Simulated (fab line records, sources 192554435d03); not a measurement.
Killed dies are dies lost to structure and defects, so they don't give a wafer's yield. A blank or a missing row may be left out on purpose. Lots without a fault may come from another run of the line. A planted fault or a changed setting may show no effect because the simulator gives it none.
fab line records | flow n5_finfet
record lots=7 wafers=39
route steps=1938 shown TV_OPEN@1890 PASSIVATION@1934
start_h: hours from the record's first day to the start of the lot's first wafer shown | wait_h: hours since the lot's step before | " the same as in the row above | L1.1+2: a row that stands for several wafers | - no value, or no start given | * or withheld: withheld | < > ~ a bound
route shown NAME@n: a module of which the file shows steps, and the number in the route of the first | usual: mean/standard deviation of fault-free wafers | same: alike in all rows | chamber/n: place in a boat | sites: the reading at each site | _std_site: their standard deviation | _edge_site: outer sites' mean less inner sites' | radius_mm: how far each site lies from the wafer's centre | mask NAME#n: copy n | behind: the tool/chamber that last shaped the wafer | hold: why the lot was held/for how many hours/how that ended | device: the transistor (n, p or np) that didn't switch | end of line: the same wafers' tests at the end of the route | a step without rows: its recipe alone | killed: dies lost to structure and defects at the first sort, not the wafer's yield | map: a wafer's dies, x killed, . not, _ none there
set.NAME: the setting as run; set.NAME@STEP: as run at that earlier step | model.NAME: the simulator's own value behind a step, which no gauge read
lots whose settings were changed on purpose; a table a step, a row a wafer
## steps
# step N5_PASSIVATION_ETCH_15
# recipe chemistry=CF4/N2 target=SiCN target_depth_a=750 taper_deg=2 time_s=81.2 ion_energy_ev=150 mask_material=SiNx pressure_mtorr=40 source_w=430 bias_w=70 Ar_flow_sccm=100 cf4_flow_sccm=60 n2_flow_sccm=60
# columns lot.wafer tool chamber start_h wait_h set.target_depth_a model.etch.depth_nm
L076.1 rie_diel-06 1 - - 750 62.88
L076.2 " 3 " " 409.6 33.58
L076.3 " 0 " " 750 66.79
L076.4 " 2 " " 409.6 36.36
L076.5 " 1 " " 750 63.61
L076.6 " 0 " " 409.6 36.54
L077.1 rie_diel-06 2 - - 750 66.19
L077.2 " 0 " " 750 66.91
L077.6 " 1 " " 750 63.14
L081.1 rie_diel-04 0 - - 1075 94.02
L081.2 " 1 " " 1075 96.26
L081.3 " 3 " " 750 64.92
L081.4 " 2 " " 750 62
L081.5 " 3 " " 1075 93.58
L081.6 " 0 " " 750 64.63
L084.1 rie_diel-06 2 - - 750 65.52
L084.2 " 1 " " 750 61.47
L084.3 " 0 " " 982.9 87.06
L084.4 " 3 " " 982.9 79.32
L084.5 " 2 " " 750 65.49
L084.6 " 1 " " 982.9 80.81
L088.1 rie_diel-04 1 - - 750 66.99
L088.2 " 3 " " 484.9 41.77
L088.3 " 0 " " 484.9 41.73
L088.4 " 2 " " 750 63.85
L088.5 " 0 " " 484.9 42.04
L088.6 " 3 " " 750 64.74
L095.1 rie_diel-06 1 - - 1015 90.65
L095.2 " 0 " " 1015 89.47
L095.3 " 2 " " 750 65.02
L095.4 " 3 " " 1015 82.59
L095.5 " 0 " " 750 66.01
L095.6 " 3 " " 750 61.47
L093.1 rie_diel-06 3 - - 750 61.8
L093.2 " 1 " " 750 67.73
L093.3 " 0 " " 750 66.74
L093.4 " 2 " " 750 65.81
L093.5 " 3 " " 750 62.12
L093.6 " 2 " " 750 66.02
# step N5_PASSIVATION_STRIP_73
# recipe chemistry=post_etch_residue_remover time_s=60 temp_c=25 remover_ph=withheld remover_water_wt_pct=withheld remover_fluoride_wt_pct=withheld
# step N5_PASSIVATION_SRD_17
# recipe time_s=30 temp_c=23 rinse_liquid=diw dry=n2_spin spin_rpm=1500 dry_time_s=30
# step N5_PASSIVATION_SRD_72
# recipe dry=ipa_marangoni time_s=30 temp_c=23 rinse_liquid=diw
# step N5_PASSIVATION_ANNEAL_56
# recipe temp_c=400 time_s=1800 ambient=FGA idle_temp_c=300 ramp_up_c_per_min=5 ramp_down_c_per_min=3
# step N5_PASSIVATION_PROBE_49
# usual killed_at_M0_to_M3=33/11 killed_at_M4_up=14/5 killed_at_contacts=11/7.3 killed_at_front_end=43/12 killed_at_other=4/3.1 killed_dies=106/17 killed_open=69/13 killed_short=34/8.7
# same gross_dies=1180 killed_at_back_side=0
# columns lot.wafer tool chamber start_h wait_h set.target_depth_a@PASSIVATION_ETCH_15 killed_at_M0_to_M3 killed_at_M4_up killed_at_contacts killed_at_front_end killed_at_other killed_dies killed_open killed_short
L076.1 prober-01 - 321.53 0.0 750 731 16 8 22 6 783 67 17
L076.2 prober-01 - 321.58 0.1 409.6 46 19 15 36 1064 1180 82 37
L076.3 prober-01 - 321.63 0.1 750 1071 23 14 30 3 1141 52 46
L076.4 prober-01 - 321.68 0.2 409.6 57 13 7 29 1074 1180 67 42
L076.5 prober-01 - 321.73 0.2 750 1037 12 14 49 9 1121 72 37
L076.6 prober-01 - 321.78 0.3 409.6 38 14 11 32 1085 1180 79 19
L077.1 prober-02 - 326.84 0.0 750 29 12 8 71 3 123 92 31
L077.2 prober-02 - 326.89 0.1 750 26 9 9 37 9 90 66 24
L077.6 prober-02 - 327.09 0.3 750 32 16 7 43 5 103 70 28
L081.1 prober-02 - 346.06 0.0 1075 1064 11 18 37 2 1132 68 31
L081.2 prober-02 - 346.11 0.1 1075 32 14 12 33 1 92 49 39
L081.3 prober-02 - 346.16 0.1 750 41 14 20 30 2 107 62 39
L081.4 prober-02 - 346.21 0.2 750 1051 11 14 62 3 1141 60 53
L081.5 prober-02 - 346.26 0.2 1075 1064 8 9 41 11 1133 65 46
L081.6 prober-02 - 346.31 0.3 750 24 3 16 43 1 87 44 43
L084.1 prober-02 - 377.70 0.0 750 32 14 9 41 10 106 70 33
L084.2 prober-02 - 377.75 0.1 750 63 10 12 43 4 132 86 38
L084.3 prober-02 - 377.80 0.1 982.9 34 10 8 41 4 97 61 34
L084.4 prober-02 - 377.85 0.2 982.9 84 9 16 36 6 151 91 60
L084.5 prober-02 - 377.90 0.2 750 53 15 8 57 3 136 99 35
L084.6 prober-02 - 377.95 0.3 982.9 57 8 10 42 1 118 80 31
L088.1 prober-02 - 407.13 0.0 750 35 10 26 37 2 110 80 28
L088.2 prober-02 - 407.18 0.1 484.9 27 16 31 54 1052 1180 102 30
L088.3 prober-02 - 407.23 0.1 484.9 30 19 13 42 1076 1180 80 28
L088.4 prober-02 - 407.28 0.2 750 30 107 31 46 4 218 99 36
L088.5 prober-02 - 407.33 0.2 484.9 25 19 51 31 1054 1180 104 26
L088.6 prober-02 - 407.38 0.3 750 28 11 41 61 1 142 94 45
L095.1 prober-02 - 430.29 0.0 1015 27 1111 8 31 3 1180 61 24
L095.2 prober-02 - 430.34 0.1 1015 46 1082 5 42 5 1180 79 45
L095.3 prober-02 - 430.39 0.1 750 48 21 1 40 1 111 60 43
L095.4 prober-02 - 430.44 0.2 1015 18 17 13 42 9 99 60 38
L095.5 prober-02 - 430.49 0.2 750 31 1096 9 39 5 1180 64 37
L095.6 prober-02 - 430.54 0.3 750 35 10 4 44 1 94 60 34
L093.1 prober-01 - 444.58 0.0 750 38 13 14 24 12 101 67 33
L093.2 prober-01 - 444.63 0.1 750 326 11 4 30 3 374 51 32
L093.3 prober-01 - 444.68 0.1 750 76 17 15 25 5 138 69 35
L093.4 prober-01 - 444.73 0.2 750 268 14 4 26 3 315 56 33
L093.5 prober-01 - 444.78 0.2 750 33 16 6 27 4 86 55 31
L093.6 prober-01 - 444.83 0.3 750 43 17 15 36 9 120 82 38
# killed by level:class
L076.1 BEOL_M1:area_etch=699 BEOL_M4:geometric_particle:open=9 BEOL_M0_SAQP:geometric_particle:open=7 BEOL_M3:geometric_particle:open=7 BEOL_M1:geometric_particle:open=7 DUMMY_GATE:geometric_particle:open=6 MOL_CONTACT_COAG:geometric_particle:open=6 STI_FIN_REVEAL:geometric_particle:open=5
L076.2 TV_OPEN:area_etch=1060 MOL_CONTACT_COAG:geometric_particle:open=13 BEOL_M4:geometric_particle:open=12 BEOL_M2:geometric_particle:open=10 BEOL_M0_SAQP:geometric_particle:open=8 GATE_CUT:geometric_particle:short=7 BEOL_M0_SAQP:geometric_particle:short=7 FIN_SAQP:geometric_particle:open=6
L076.3 BEOL_M1:area_etch=1038 BEOL_M4:geometric_particle:open=12 FIN_SAQP:geometric_particle:short=9 MOL_CONTACT_COAG:geometric_particle:open=9 BEOL_M0_SAQP:geometric_particle:short=8 FIN_SAQP:geometric_particle:open=6 BEOL_M0_SAQP:geometric_particle:open=6 BEOL_M0:geometric_particle:short=5
L076.4 TV_OPEN:area_etch=1071 BEOL_M0_SAQP:geometric_particle:short=14 BEOL_M0_SAQP:geometric_particle:open=10 BEOL_M2:geometric_particle:open=9 BEOL_M4:geometric_particle:open=7 MOL_CONTACT_COAG:geometric_particle:open=6 BEOL_M1:geometric_particle:open=6 BEOL_M3:geometric_particle:open=6
L076.5 BEOL_M1:area_etch=1006 STI_FIN_REVEAL:geometric_particle:open=13 MOL_CONTACT_COAG:geometric_particle:open=9 BEOL_M0_SAQP:geometric_particle:open=6 BEOL_M0_SAQP:geometric_particle:short=6 DUMMY_GATE:geometric_particle:open=5 GATE_CUT:geometric_particle:open=5 STARTING-WAFER:geometric_particle:open=5
L076.6 TV_OPEN:area_etch=1080 MOL_CONTACT_COAG:geometric_particle:open=11 BEOL_M3:geometric_particle:open=11 BEOL_M0_SAQP:geometric_particle:open=9 DUMMY_GATE:geometric_particle:open=7 BEOL_M2:geometric_particle:open=7 FIN_SAQP:geometric_particle:open=4 GATE_CUT:geometric_particle:short=4
L077.1 STI_FIN_REVEAL:geometric_particle:open=37 BEOL_M1:geometric_particle:open=12 FIN_SAQP:geometric_particle:open=11 FIN_SAQP:geometric_particle:short=9 MOL_CONTACT_COAG:geometric_particle:open=8 BEOL_M0_SAQP:geometric_particle:open=6 BEOL_M4:geometric_particle:open=4 STI_FIN_REVEAL:geometric_particle:short=4
L077.2 STI_FIN_REVEAL:geometric_particle:open=11 BEOL_M1:geometric_particle:open=11 MOL_CONTACT_COAG:geometric_particle:open=9 FIN_SAQP:geometric_particle:open=7 BEOL_M0_SAQP:geometric_particle:open=7 FIN_SAQP:geometric_particle:short=5 GATE_CUT:geometric_particle:open=3 STARTING-WAFER:geometric_particle:open=3
L077.6 FIN_SAQP:geometric_particle:open=13 BEOL_M1:geometric_particle:open=9 BEOL_M0_SAQP:geometric_particle:open=8 MOL_CONTACT_COAG:geometric_particle:open=6 BEOL_M2:geometric_particle:open=6 FIN_SAQP:geometric_particle:short=5 GATE_CUT:geometric_particle:short=5 STARTING-WAFER:geometric_particle:short=5
L081.1 BEOL_M1:area_etch=1032 MOL_CONTACT_COAG:geometric_particle:open=11 STI_FIN_REVEAL:geometric_particle:open=11 FIN_SAQP:geometric_particle:open=7 BEOL_M4:geometric_particle:open=7 MOL_CONTACT_COAG:geometric_particle:short=7 BEOL_M0_SAQP:geometric_particle:short=7 BEOL_M0_SAQP:geometric_particle:open=6
L081.2 FIN_SAQP:geometric_particle:short=10 BEOL_M0_SAQP:geometric_particle:open=10 MOL_CONTACT_COAG:geometric_particle:open=9 BEOL_M0_SAQP:geometric_particle:short=9 FIN_SAQP:geometric_particle:open=5 GATE_CUT:geometric_particle:short=5 BEOL_M3:geometric_particle:open=5 BEOL_M2:geometric_particle:open=4
L081.3 MOL_CONTACT_COAG:geometric_particle:open=16 BEOL_M0_SAQP:geometric_particle:short=10 FIN_SAQP:geometric_particle:short=9 BEOL_M2:geometric_particle:open=8 BEOL_M0_SAQP:geometric_particle:open=7 FIN_SAQP:geometric_particle:open=5 BEOL_M1:geometric_particle:open=5 MOL_CONTACT_COAG:geometric_particle:short=4
L081.4 BEOL_M1:area_etch=1023 STI_FIN_REVEAL:geometric_particle:open=14 FIN_SAQP:geometric_particle:short=9 MOL_CONTACT_COAG:geometric_particle:short=8 BEOL_M1:geometric_particle:open=7 GATE_CUT:geometric_particle:short=7 STARTING-WAFER:geometric_particle:short=7 MOL_CONTACT_COAG:geometric_particle:open=6
L081.5 BEOL_M1:area_etch=1014 BEOL_M0_SAQP:geometric_particle:open=15 BEOL_M0_SAQP:geometric_particle:short=14 STI_FIN_REVEAL:geometric_particle:open=9 BEOL_M3:geometric_particle:open=8 HKMG_FIN:area_etch=6 MOL_CONTACT_COAG:geometric_particle:open=5 BEOL_M1:geometric_particle:open=5
L081.6 FIN_SAQP:geometric_particle:short=16 FIN_SAQP:geometric_particle:open=10 MOL_CONTACT_COAG:geometric_particle:open=10 MOL_CONTACT_COAG:geometric_particle:short=6 BEOL_M0_SAQP:geometric_particle:open=5 BEOL_M0_SAQP:geometric_particle:short=5 BEOL_M2:geometric_particle:open=5 BEOL_M3:geometric_particle:short=4
L084.1 MOL_CONTACT_COAG:geometric_particle:open=8 STI_FIN_REVEAL:geometric_particle:open=7 BEOL_M0_SAQP:geometric_particle:open=7 BEOL_M3:geometric_particle:open=7 FIN_SAQP:geometric_particle:short=6 BEOL_M1:geometric_particle:open=5 DUMMY_GATE:geometric_particle:open=5 BEOL_M2:geometric_particle:open=5
L084.2 BEOL_M0_SAQP:geometric_particle:open=17 BEOL_M0_SAQP:geometric_particle:short=17 BEOL_M2:geometric_particle:open=14 MOL_CONTACT_COAG:geometric_particle:open=12 DUMMY_GATE:geometric_particle:open=10 HKMG_FIN:area_etch=7 STI_FIN_REVEAL:geometric_particle:open=6 GATE_CUT:geometric_particle:open=6
L084.3 STI_FIN_REVEAL:geometric_particle:open=16 BEOL_M0_SAQP:geometric_particle:short=12 DUMMY_GATE:geometric_particle:open=7 MOL_CONTACT_COAG:geometric_particle:open=6 BEOL_M2:geometric_particle:open=6 BEOL_M3:geometric_particle:open=6 BEOL_M1:geometric_particle:open=5 DUMMY_GATE:geometric_particle:short=4
L084.4 BEOL_M0_SAQP:geometric_particle:short=32 BEOL_M0_SAQP:geometric_particle:open=28 MOL_CONTACT_COAG:geometric_particle:open=13 STI_FIN_REVEAL:geometric_particle:open=8 DUMMY_GATE:geometric_particle:open=8 BEOL_M2:geometric_particle:open=8 BEOL_M1:geometric_particle:open=5 BEOL_M4:geometric_particle:open=5
L084.5 STI_FIN_REVEAL:geometric_particle:open=28 BEOL_M2:geometric_particle:open=14 BEOL_M0_SAQP:geometric_particle:open=11 BEOL_M0_SAQP:geometric_particle:short=9 STI_FIN_REVEAL:geometric_particle:short=7 DUMMY_GATE:geometric_particle:open=7 MOL_CONTACT_COAG:geometric_particle:open=7 BEOL_M3:geometric_particle:open=7
L084.6 BEOL_M0_SAQP:geometric_particle:open=13 BEOL_M2:geometric_particle:open=13 STI_FIN_REVEAL:geometric_particle:open=8 DUMMY_GATE:geometric_particle:open=8 BEOL_M1:geometric_particle:open=7 BEOL_M0_SAQP:geometric_particle:short=7 BEOL_M3:geometric_particle:open=7 MOL_CONTACT_COAG:geometric_particle:open=6
L088.1 MOL_CONTACT_COAG:geometric_particle:open=20 STI_FIN_REVEAL:geometric_particle:open=16 BEOL_M1:geometric_particle:open=10 BEOL_M0_SAQP:geometric_particle:open=9 FIN_SAQP:geometric_particle:open=6 MOL_CONTACT_COAG:geometric_particle:short=6 STI_FIN_REVEAL:geometric_particle:short=5 BEOL_M2:geometric_particle:short=5
L088.2 TV_OPEN:area_etch=1048 MOL_CONTACT_COAG:geometric_particle:open=26 STI_FIN_REVEAL:geometric_particle:open=24 BEOL_M0_SAQP:geometric_particle:open=7 FIN_SAQP:geometric_particle:open=6 BEOL_M0_SAQP:geometric_particle:short=6 FIN_SAQP:geometric_particle:short=5 STI_FIN_REVEAL:geometric_particle:short=5
L088.3 TV_OPEN:area_etch=1070 FIN_SAQP:geometric_particle:open=15 BEOL_M0_SAQP:geometric_particle:short=12 BEOL_M4:geometric_particle:open=11 STI_FIN_REVEAL:geometric_particle:open=10 MOL_CONTACT_COAG:geometric_particle:open=10 BEOL_M1:geometric_particle:open=6 BEOL_M2:geometric_particle:open=5
L088.4 BEOL_M10:area_etch=82 MOL_CONTACT_COAG:geometric_particle:open=25 BEOL_M4:geometric_particle:open=17 STI_FIN_REVEAL:geometric_particle:open=15 BEOL_M0_SAQP:geometric_particle:open=12 FIN_SAQP:geometric_particle:short=6 MOL_CONTACT_COAG:geometric_particle:short=6 FIN_SAQP:geometric_particle:open=5
L088.5 TV_OPEN:area_etch=1049 MOL_CONTACT_COAG:geometric_particle:open=44 BEOL_M4:geometric_particle:open=12 FIN_SAQP:geometric_particle:open=9 STI_FIN_REVEAL:geometric_particle:open=8 MOL_CONTACT_COAG:geometric_particle:short=7 BEOL_M0_SAQP:geometric_particle:short=5 BEOL_M1:geometric_particle:open=5
L088.6 MOL_CONTACT_COAG:geometric_particle:open=33 STI_FIN_REVEAL:geometric_particle:open=18 FIN_SAQP:geometric_particle:short=12 BEOL_M0_SAQP:geometric_particle:short=9 FIN_SAQP:geometric_particle:open=8 MOL_CONTACT_COAG:geometric_particle:short=8 BEOL_M0_SAQP:geometric_particle:open=7 DUMMY_GATE:geometric_particle:open=6
L095.1 BEOL_M10:area_etch=1094 BEOL_M4:geometric_particle:open=9 BEOL_M2:geometric_particle:open=8 STI_FIN_REVEAL:geometric_particle:open=6 DUMMY_GATE:geometric_particle:open=6 BEOL_M3:geometric_particle:open=6 MOL_CONTACT_COAG:geometric_particle:open=6 FIN_SAQP:geometric_particle:short=4
L095.2 BEOL_M10:area_etch=1056 BEOL_M4:geometric_particle:open=17 BEOL_M2:geometric_particle:open=12 FIN_SAQP:geometric_particle:short=10 BEOL_M0_SAQP:geometric_particle:open=9 FIN_SAQP:geometric_particle:open=8 STI_FIN_REVEAL:geometric_particle:open=6 BEOL_M4:geometric_particle:short=6
L095.3 BEOL_M0_SAQP:geometric_particle:short=17 BEOL_M2:geometric_particle:open=14 DUMMY_GATE:geometric_particle:open=10 FIN_SAQP:geometric_particle:short=8 BEOL_M4:geometric_particle:open=8 BEOL_M0_SAQP:geometric_particle:open=7 FIN_SAQP:geometric_particle:open=5 HKMG_FIN:area_etch=5
L095.4 FIN_SAQP:geometric_particle:short=13 MOL_CONTACT_COAG:geometric_particle:open=11 BEOL_M4:geometric_particle:open=9 STI_FIN_REVEAL:geometric_particle:open=8 GATE_CUT:geometric_particle:short=6 STARTING-WAFER:geometric_particle:open=4 BEOL_M3:geometric_particle:open=4 BEOL_M4:geometric_particle:short=4
L095.5 BEOL_M10:area_etch=1077 FIN_SAQP:geometric_particle:short=8 MOL_CONTACT_COAG:geometric_particle:open=8 BEOL_M0_SAQP:geometric_particle:short=8 BEOL_M0_SAQP:geometric_particle:open=7 FIN_SAQP:geometric_particle:open=5 GATE_CUT:geometric_particle:short=5 GATE_CUT:geometric_particle:open=5
L095.6 FIN_SAQP:geometric_particle:short=17 BEOL_M0_SAQP:geometric_particle:open=9 FIN_SAQP:geometric_particle:open=7 BEOL_M2:geometric_particle:open=7 STI_FIN_REVEAL:geometric_particle:open=6 DUMMY_GATE:geometric_particle:open=6 BEOL_M5:geometric_particle:open=5 BEOL_M4:geometric_particle:open=4
L093.1 MOL_CONTACT_COAG:geometric_particle:open=13 BEOL_M0_SAQP:geometric_particle:open=13 BEOL_M0_SAQP:geometric_particle:short=10 BEOL_M3:geometric_particle:open=6 MIM_TOP_ETCH:geometric_particle:short=6 STI_FIN_REVEAL:geometric_particle:open=5 BEOL_M0:geometric_particle:short=5 FIN_SAQP:geometric_particle:open=4
L093.2 BEOL_M1:area_etch=291 BEOL_M1:geometric_particle:open=12 BEOL_M0_SAQP:geometric_particle:short=11 STI_FIN_REVEAL:geometric_particle:open=7 BEOL_M0_SAQP:geometric_particle:open=5 STARTING-WAFER:geometric_particle:short=4 FIN_SAQP:geometric_particle:short=3 FIN_SAQP:geometric_particle:open=3
L093.3 BEOL_M1:area_etch=32 MOL_CONTACT_COAG:geometric_particle:open=14 BEOL_M0_SAQP:geometric_particle:open=13 GATE_CUT:geometric_particle:short=11 BEOL_M3:geometric_particle:open=8 BEOL_M0_SAQP:geometric_particle:short=7 BEOL_M1:geometric_particle:open=4 BEOL_M0:geometric_particle:open=4
L093.4 BEOL_M1:area_etch=225 BEOL_M0_SAQP:geometric_particle:short=9 BEOL_M0_SAQP:geometric_particle:open=8 BEOL_M1:geometric_particle:open=7 BEOL_M4:geometric_particle:open=7 BEOL_M2:geometric_particle:open=6 STI_FIN_REVEAL:geometric_particle:open=4 BEOL_M3:geometric_particle:open=4
L093.5 STI_FIN_REVEAL:geometric_particle:open=15 BEOL_M0_SAQP:geometric_particle:open=9 BEOL_M0_SAQP:geometric_particle:short=7 STI_FIN_REVEAL:geometric_particle:short=5 BEOL_M4:geometric_particle:open=5 MOL_CONTACT_COAG:geometric_particle:short=4 BEOL_M2:geometric_particle:open=4 BEOL_M5:geometric_particle:open=4
L093.6 MOL_CONTACT_COAG:geometric_particle:open=13 BEOL_M0_SAQP:geometric_particle:open=13 BEOL_M0_SAQP:geometric_particle:short=11 BEOL_M4:geometric_particle:open=9 STI_FIN_REVEAL:geometric_particle:open=8 FIN_SAQP:geometric_particle:open=7 GATE_CUT:geometric_particle:short=7 BEOL_M1:geometric_particle:open=7
## key
split step=N5_PASSIVATION_ETCH_15 setting=target_depth_a stated=750 by=wafer
response step=N5_PASSIVATION_ETCH_15 reading=model.etch.depth_nm change=+0.657 per=1% r=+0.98
response step=N5_PASSIVATION_PROBE_49 reading=killed_at_other shape=bent at_lowest=1074 at_stated=4 at_highest=5
